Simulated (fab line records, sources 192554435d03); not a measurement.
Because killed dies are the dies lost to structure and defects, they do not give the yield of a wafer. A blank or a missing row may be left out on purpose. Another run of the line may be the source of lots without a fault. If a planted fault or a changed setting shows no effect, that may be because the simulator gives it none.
fab line records + flow n5_finfet
record
- lots=12
- wafers=36
- last_day=19
route steps=1938 shown BEOL_M11@1538 PASSIVATION@1936
lots with no fault: from the same line, run without faults
start_h: hours from the record's first day to the start of the lot's first wafer shown + wait_h: hours from the lot's prior step to this one + " as in the row above + L1.1+2: a row that stands for several wafers + - no value, or no start was given + * or withheld: withheld + < > ~ a bound
route shown NAME@n: NAME is a module with steps in the file, n the number in the route of the first one + usual: average and standard deviation across the fault-free wafers + same: alike in all rows + chamber/n: place in a boat + sites: each site's reading + _std_site: their standard deviation + _edge_site: inner sites' mean taken away from outer sites' mean + radius_mm: for every site, how far away it sits from the centre of the wafer + mask NAME#n: copy n + behind: tool/chamber where the wafer was last shaped + hold: why the lot was held/for how many hours/how that ended + device: which transistor (n, p or np) failed to switch + end of line: the route-end tests of the same wafers + for a step that has no rows: nothing shown but its recipe + killed: count of dies lost to structure and defects at first sort (not the wafer's yield) + map: shows each die of a wafer: x if killed, . if not, _ if none is there
set.NAME: setting as actually run; set.NAME@STEP: the setting as run at that earlier step + model.NAME: the simulator's own value behind a step, which no gauge read
the route's steps for a sample of lots (tables are steps, rows are wafers)
services: a tool's chamber out of use, with start hour (start_h, from the record's first day; less than 0 if before it), hours out, and reason
## steps
# step N5_BEOL_M11_THK_MEAS_01
# recipe
- reads=SiCOH_lowk_of_BEOL_M11_ILD_DEP_00
# usual
- M11_ILD_THK=268/3.7
| lot.wafer | tool          | chamber | start_h | wait_h | M11_ILD_THK[nm] |
|-----------|---------------|---------|---------|--------|-----------------|
| L571.2    | film_metro-02 | -       | 243.91  | 0.4    | 262             |
| L571.3    | "             | -       | "       | "      | 265             |
| L571.5    | "             | -       | "       | "      | 267             |
| L572.1    | film_metro-01 | -       | 269.05  | 0.4    | 269             |
| L572.4    | "             | -       | "       | "      | 271             |
| L572.5    | "             | -       | "       | "      | 270             |
| L573.3    | film_metro-01 | -       | 269.59  | 0.3    | 269             |
| L573.5    | "             | -       | "       | "      | 271             |
| L573.6    | "             | -       | "       | "      | 274             |
| L574.1    | film_metro-02 | -       | 278.55  | 0.4    | 269             |
| L574.2    | "             | -       | "       | "      | 263             |
| L574.3    | "             | -       | "       | "      | 263             |
| L581.2    | film_metro-01 | -       | 308.99  | 0.4    | 264             |
| L581.3    | "             | -       | "       | "      | 264             |
| L581.6    | "             | -       | "       | "      | 269             |
| L587.3    | film_metro-01 | -       | 342.61  | 0.3    | 263             |
| L587.4    | "             | -       | "       | "      | 267             |
| L587.6    | "             | -       | "       | "      | 267             |
| L585.2    | film_metro-02 | -       | 361.22  | 0.4    | 266             |
| L585.4    | "             | -       | "       | "      | 269             |
| L585.5    | "             | -       | "       | "      | 272             |
| L589.1    | film_metro-01 | -       | 376.01  | 0.4    | 268             |
| L589.2    | "             | -       | "       | "      | 263             |
| L589.4    | "             | -       | "       | "      | 273             |
| L588.4    | film_metro-01 | -       | 380.59  | 0.2    | 270             |
| L588.5    | "             | -       | "       | "      | 269             |
| L588.6    | "             | -       | "       | "      | 269             |
| L590.1    | film_metro-02 | -       | 401.70  | 0.4    | 264             |
| L590.2    | "             | -       | "       | "      | 263             |
| L590.3    | "             | -       | "       | "      | 271             |
| L592.3    | film_metro-02 | -       | 402.84  | 0.3    | 268             |
| L592.5    | "             | -       | "       | "      | 272             |
| L592.6    | "             | -       | "       | "      | 271             |
| L591.1    | film_metro-01 | -       | 405.59  | 0.4    | 268             |
| L591.4    | "             | -       | "       | "      | 270             |
| L591.5    | "             | -       | "       | "      | 269             |
# step N5_BEOL_M11_OVL_MEAS_12
# recipe
- points_per_wafer=44
# usual
- M11_OVL=-0.3/0.69
| lot.wafer | tool       | chamber | start_h | wait_h | M11_OVL[nm] |
|-----------|------------|---------|---------|--------|-------------|
| L571.2    | overlay-01 | 0       | 245.36  | 0.0    | 0.4         |
| L571.3    | "          | 0       | "       | "      | -0.9        |
| L571.5    | "          | 0       | "       | "      | -0.3        |
| L572.1    | overlay-02 | 0       | 271.19  | 0.0    | 0.1         |
| L572.4    | "          | 0       | "       | "      | -2.2        |
| L572.5    | "          | 0       | "       | "      | -0.7        |
| L573.3    | overlay-02 | 0       | 271.49  | 0.0    | -0.2        |
| L573.5    | "          | 0       | "       | "      | -1.8        |
| L573.6    | "          | 0       | "       | "      | -0.4        |
| L574.1    | overlay-02 | 0       | 280.74  | 0.0    | -1.6        |
| L574.2    | "          | 0       | "       | "      | -1.8        |
| L574.3    | "          | 0       | "       | "      | -1.2        |
| L581.2    | overlay-02 | 0       | 310.80  | 0.0    | -1.6        |
| L581.3    | "          | 0       | "       | "      | -0.8        |
| L581.6    | "          | 0       | "       | "      | -0.4        |
| L587.3    | overlay-01 | 0       | 343.47  | 0.0    | 0.5         |
| L587.4    | "          | 0       | "       | "      | 0.2         |
| L587.6    | "          | 0       | "       | "      | -0.2        |
| L585.2    | overlay-02 | 0       | 363.05  | 0.0    | -0.2        |
| L585.4    | "          | 0       | "       | "      | -1.4        |
| L585.5    | "          | 0       | "       | "      | 0.5         |
| L589.1    | overlay-01 | 0       | 376.69  | 0.0    | -0.6        |
| L589.2    | "          | 0       | "       | "      | -0.9        |
| L589.4    | "          | 0       | "       | "      | -0.3        |
| L588.4    | overlay-01 | 0       | 382.24  | 0.0    | 0.9         |
| L588.5    | "          | 0       | "       | "      | 0.1         |
| L588.6    | "          | 0       | "       | "      | 0.3         |
| L590.1    | overlay-01 | 0       | 406.63  | 0.0    | -0.6        |
| L590.2    | "          | 0       | "       | "      | -1.4        |
| L590.3    | "          | 0       | "       | "      | -0.1        |
| L592.3    | overlay-01 | 0       | 406.79  | 0.0    | -0.1        |
| L592.5    | "          | 0       | "       | "      | 1.2         |
| L592.6    | "          | 0       | "       | "      | 0.1         |
| L591.1    | overlay-02 | 0       | 406.91  | 0.0    | 0.3         |
| L591.4    | "          | 0       | "       | "      | -0.6        |
| L591.5    | "          | 0       | "       | "      | -0.3        |
# step N5_BEOL_M11_CURE_72
# recipe
- temp_c=370
- time_s=120
- ambient=DMADMS/He
- material=SiCOH_lowk
# usual
- lamp_power_pct=52.31/0.051
- run_length_s=178.0/0.93
- wafer_temp_C_max=371.9/0.43
| lot.wafer | tool       | chamber | start_h | wait_h | lamp_power_pct | run_length_s | wafer_temp_C_max |
|-----------|------------|---------|---------|--------|----------------|--------------|------------------|
| L571.2    | uv_cure-01 | 0       | 251.39  | 0.1    | 52.22          | 178.5        | 371.8            |
| L571.3    | "          | 0       | "       | "      | 52.35          | 177.6        | 372.2            |
| L571.5    | "          | 0       | "       | "      | 52.31          | 177.5        | 371.7            |
| L572.1    | uv_cure-01 | 0       | 275.65  | 0.3    | 52.29          | 208.8        | 372.1            |
| L572.4    | "          | 0       | "       | "      | 52.29          | 177.9        | 371.5            |
| L572.5    | "          | 0       | "       | "      | 52.31          | 177.7        | 371.6            |
| L573.3    | uv_cure-01 | 2       | 276.35  | 0.5    | 52.28          | 176.9        | 372.6            |
| L573.5    | "          | 2       | "       | "      | 52.24          | 177.2        | 373.1            |
| L573.6    | "          | 2       | "       | "      | 52.33          | 207.7        | 373.1            |
| L574.1    | uv_cure-01 | 2       | 285.07  | 0.0    | 52.34          | 207.7        | 372.4            |
| L574.2    | "          | 2       | "       | "      | 52.32          | 177.0        | 372.0            |
| L574.3    | "          | 2       | "       | "      | 52.34          | 177.4        | 371.9            |
| L581.2    | uv_cure-03 | 2       | 314.34  | 0.1    | 52.41          | 178.9        | 371.4            |
| L581.3    | "          | 2       | "       | "      | 52.35          | 178.7        | 371.7            |
| L581.6    | "          | 2       | "       | "      | 52.28          | 178.8        | 371.3            |
| L587.3    | uv_cure-02 | 2       | 348.92  | 0.1    | 52.29          | 178.1        | 371.5            |
| L587.4    | "          | 2       | "       | "      | 52.42          | 177.3        | 371.8            |
| L587.6    | "          | 2       | "       | "      | 52.35          | 177.4        | 371.5            |
| L585.2    | uv_cure-01 | 1       | 366.07  | 0.1    | 52.29          | 178.2        | 371.6            |
| L585.4    | "          | 1       | "       | "      | 52.30          | 177.5        | 372.2            |
| L585.5    | "          | 1       | "       | "      | 52.34          | 177.4        | 371.9            |
| L589.1    | uv_cure-02 | 0       | 378.51  | 0.1    | 52.28          | 177.4        | 372.7            |
| L589.2    | "          | 0       | "       | "      | 52.28          | 177.7        | 371.5            |
| L589.4    | "          | 0       | "       | "      | 52.28          | 177.7        | 372.1            |
| L588.4    | uv_cure-01 | 1       | 387.32  | 0.6    | 52.22          | 181.4        | 371.7            |
| L588.5    | "          | 1       | "       | "      | 52.29          | 181.9        | 371.6            |
| L588.6    | "          | 1       | "       | "      | 52.34          | 181.1        | 372.6            |
| L592.3    | uv_cure-01 | 0       | 409.92  | 0.1    | 52.30          | 177.8        | 372.0            |
| L592.5    | "          | 0       | "       | "      | 52.31          | 177.4        | 372.1            |
| L592.6    | "          | 0       | "       | "      | 52.26          | 177.8        | 371.8            |
| L590.1    | uv_cure-03 | 2       | 410.12  | 0.2    | 52.35          | 179.5        | 372.0            |
| L590.2    | "          | 2       | "       | "      | 52.22          | 179.3        | 371.4            |
| L590.3    | "          | 2       | "       | "      | 52.30          | 178.6        | 371.5            |
| L591.1    | uv_cure-01 | 1       | 410.12  | 0.1    | 52.33          | 177.5        | 371.9            |
| L591.4    | "          | 1       | "       | "      | 52.36          | 177.5        | 371.5            |
| L591.5    | "          | 1       | "       | "      | 52.30          | 177.8        | 371.7            |
# step N5_BEOL_M11_DEP_56
# recipe
- material=SiCN
- target_thk_a=300
- temp_c=withheld
- precursor=3MS/NH3
- pressure_torr=3
- rf_w=675
- time_s=10.5
# usual
- showerhead_plenum_p_Torr=4.163/0.015
- throttle_valve_pct=17.8/1.2
| lot.wafer | tool     | chamber | start_h | wait_h | showerhead_plenum_p_Torr | throttle_valve_pct |
|-----------|----------|---------|---------|--------|--------------------------|--------------------|
| L571.2    | pecvd-03 | 0       | 254.74  | 0.0    | 4.178                    | 19.6               |
| L571.3    | "        | 2       | "       | "      | 4.162                    | 16.0               |
| L571.5    | "        | 0       | "       | "      | 4.173                    | 19.8               |
| L572.1    | pecvd-02 | 1       | 277.70  | 0.0    | 4.163                    | 17.7               |
| L572.4    | "        | 1       | "       | "      | 4.164                    | 17.6               |
| L572.5    | "        | 2       | "       | "      | 4.134                    | 16.7               |
| L573.3    | pecvd-03 | 1       | 278.82  | 0.0    | 4.179                    | 17.9               |
| L573.5    | "        | 0       | "       | "      | 4.165                    | 19.7               |
| L573.6    | "        | 2       | "       | "      | 4.167                    | 16.4               |
| L574.1    | pecvd-03 | 2       | 287.06  | 0.0    | 4.147                    | 16.2               |
| L574.2    | "        | 0       | "       | "      | 4.178                    | 20.0               |
| L574.3    | "        | 1       | "       | "      | 4.165                    | 17.8               |
| L581.2    | pecvd-03 | 0       | 317.20  | 0.0    | 4.173                    | 20.0               |
| L581.3    | "        | 1       | "       | "      | 4.159                    | 17.7               |
| L581.6    | "        | 0       | "       | "      | 4.176                    | 20.1               |
| L587.3    | pecvd-02 | 2       | 351.01  | 0.0    | 4.139                    | 16.4               |
| L587.4    | "        | 2       | "       | "      | 4.124                    | 16.5               |
| L587.6    | "        | 1       | "       | "      | 4.159                    | 17.8               |
| L585.2    | pecvd-01 | 0       | 369.03  | 0.0    | 4.153                    | 17.3               |
| L585.4    | "        | 0       | "       | "      | 4.154                    | 17.3               |
| L585.5    | "        | 1       | "       | "      | 4.156                    | 18.4               |
| L589.1    | pecvd-01 | 2       | 381.83  | 0.0    | 4.173                    | 16.7               |
| L589.2    | "        | 0       | "       | "      | 4.142                    | 17.3               |
| L589.4    | "        | 0       | "       | "      | 4.162                    | 17.3               |
| L588.4    | pecvd-01 | 2       | 390.95  | 0.0    | 4.191                    | 17.1               |
| L588.5    | "        | 0       | "       | "      | 4.165                    | 17.2               |
| L588.6    | "        | 1       | "       | "      | 4.172                    | 18.4               |
| L592.3    | pecvd-01 | 0       | 412.02  | 0.0    | 4.158                    | 17.3               |
| L592.5    | "        | 0       | "       | "      | 4.161                    | 17.3               |
| L592.6    | "        | 1       | "       | "      | 4.151                    | 18.2               |
| L591.1    | pecvd-02 | 0       | 412.42  | 0.0    | 4.155                    | 19.4               |
| L591.4    | "        | 0       | "       | "      | 4.142                    | 19.3               |
| L591.5    | "        | 0       | "       | "      | 4.141                    | 19.2               |
| L590.1    | pecvd-01 | 1       | 412.47  | 0.0    | 4.160                    | 18.6               |
| L590.2    | "        | 2       | "       | "      | 4.193                    | 16.7               |
| L590.3    | "        | 0       | "       | "      | 4.167                    | 17.4               |
# step N5_PASSIVATION_PROBE_49
# usual
- defect_limited_yield=91.1/1.4
- killed_at_M0_to_M3=36/11
- killed_at_M4_up=14/5.2
- killed_at_contacts=12/6.1
- killed_at_front_end=40/12
- killed_at_other=3.2/2.5
- killed_dies=105/16
- killed_open=68/12
- killed_short=35/8.7
- sort_bin_5_function=5.2/0.89
- sort_bin_6_memory=3.3/0.66
- sort_n_pass=1074/16
- sort_yield_pct=91.1/1.4
# same
- gross_dies=1180
- killed_at_back_side=0
- sort_bin_4_leakage[%]=0
- sort_bin_8_speed[%]=0
| lot.wafer | tool      | chamber | start_h | wait_h | defect_limited_yield[%] | killed_at_M0_to_M3 | killed_at_M4_up | killed_at_contacts | killed_at_front_end | killed_at_other | killed_dies | killed_open | killed_short | sort_bin_5_function[%] | sort_bin_6_memory[%] | sort_n_pass | sort_yield_pct[%] |
|-----------|-----------|---------|---------|--------|-------------------------|--------------------|-----------------|--------------------|---------------------|-----------------|-------------|-------------|--------------|------------------------|----------------------|-------------|-------------------|
| L585.2    | prober-01 | -       | 409.40  | 0.1    | 90.5                    | 34                 | 21              | 9                  | 45                  | 3               | 112         | 73          | 34           | 5.3                    | 3.7                  | 1068        | 90.5              |
| L585.4    | prober-01 | -       | 409.50  | 0.2    | 92.6                    | 31                 | 8               | 7                  | 33                  | 8               | 87          | 62          | 20           | 4.0                    | 3.1                  | 1093        | 92.6              |
| L585.5    | prober-01 | -       | 409.55  | 0.2    | 90.6                    | 31                 | 11              | 13                 | 48                  | 8               | 111         | 62          | 47           | 5.3                    | 3.9                  | 1069        | 90.6              |
# killed by level:class
L585.2 STI_FIN_REVEAL:geometric_particle:open=10 BEOL_M4:geometric_particle:open=10 BEOL_M0_SAQP:geometric_particle:short=8 MOL_CONTACT_COAG:geometric_particle:open=7 BEOL_M0_SAQP:geometric_particle:open=7 GATE_CUT:geometric_particle:short=6 FIN_SAQP:geometric_particle:short=5 DUMMY_GATE:geometric_particle:open=5
L585.4 STI_FIN_REVEAL:geometric_particle:open=12 BEOL_M1:geometric_particle:open=7 BEOL_M2:geometric_particle:open=7 BEOL_M0_SAQP:geometric_particle:open=6 BEOL_M0_SAQP:geometric_particle:short=6 FIN_SAQP:geometric_particle:open=4 BEOL_M3:geometric_particle:open=4 MOL_CONTACT_COAG:geometric_particle:open=4
L585.5 STI_FIN_REVEAL:geometric_particle:open=15 BEOL_M0_SAQP:geometric_particle:short=12 MOL_CONTACT_COAG:geometric_particle:open=11 GATE_CUT:geometric_particle:short=6 STI_FIN_REVEAL:geometric_particle:short=5 BEOL_M2:geometric_particle:open=5 BEOL_M0_SAQP:geometric_particle:open=5 SPACER0:geometric_particle:short=4
## services
| tool       | chamber | start_h | hours | kind                          |
|------------|---------|---------|-------|-------------------------------|
| pecvd-02   | -       | 250.45  | 0.5   | repair                        |
| uv_cure-03 | -       | 254.35  | 7.5   | pm                            |
| uv_cure-02 | -       | 274.02  | 7.5   | pm                            |
| uv_cure-01 | -       | 298.48  | 0.3   | repair                        |
| pecvd-01   | 1       | 308.21  | 9.5   | repair                        |
| pecvd-02   | 0       | 315.02  | 2.1   | scheduled_down                |
| pecvd-02   | -       | 318.23  | 2.8   | pm                            |
| pecvd-02   | 1       | 383.62  | -     | clean                         |
| pecvd-02   | 1       | 383.62  | -     | consumable_replace:showerhead |
| pecvd-02   | 1       | 383.62  | 29.0  | scheduled_down                |
| pecvd-02   | 1       | 383.62  | 29.0  | vent_cycle                    |
| uv_cure-01 | -       | 384.23  | 2.1   | pm                            |
| uv_cure-02 | -       | 387.73  | 0.5   | repair                        |
| uv_cure-02 | -       | 388.71  | 0.6   | repair                        |
| uv_cure-02 | -       | 393.65  | 2.1   | pm                            |
| pecvd-03   | 1       | 396.85  | 2.1   | scheduled_down                |
| pecvd-02   | 0       | 399.12  | 5.5   | scheduled_down                |
| uv_cure-02 | -       | 406.39  | 28.1  | pm                            |
| pecvd-03   | -       | 406.61  | 2.8   | pm                            |
| pecvd-03   | -       | 410.15  | 4.3   | repair                        |
## key
first_sign
- step=N5_BEOL_M11_CURE_72
- reading=run_length_s
- direction=up
- sigmas=33
- usual=*
- struck=*
effect none on later readings
met_at N5_BEOL_M11_CURE_72
struck_lots L572,L573,L574
struck_wafers L572.1,L573.6,L574.1
not_acting_at N5_BEOL_M11_THK_MEAS_01,N5_BEOL_M11_OVL_MEAS_12,N5_BEOL_M11_DEP_56
fault
- kind=process_parameter_drift
- tool=uv_cure-01
- chamber=-
- onset_h=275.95
- steps=N5_BEOL_M11_CURE_72
- channel=time_s
- offset=*
- shape=step
- end_h=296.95
- scope=struck_wafers_only
- acts_in=*
- stated=*
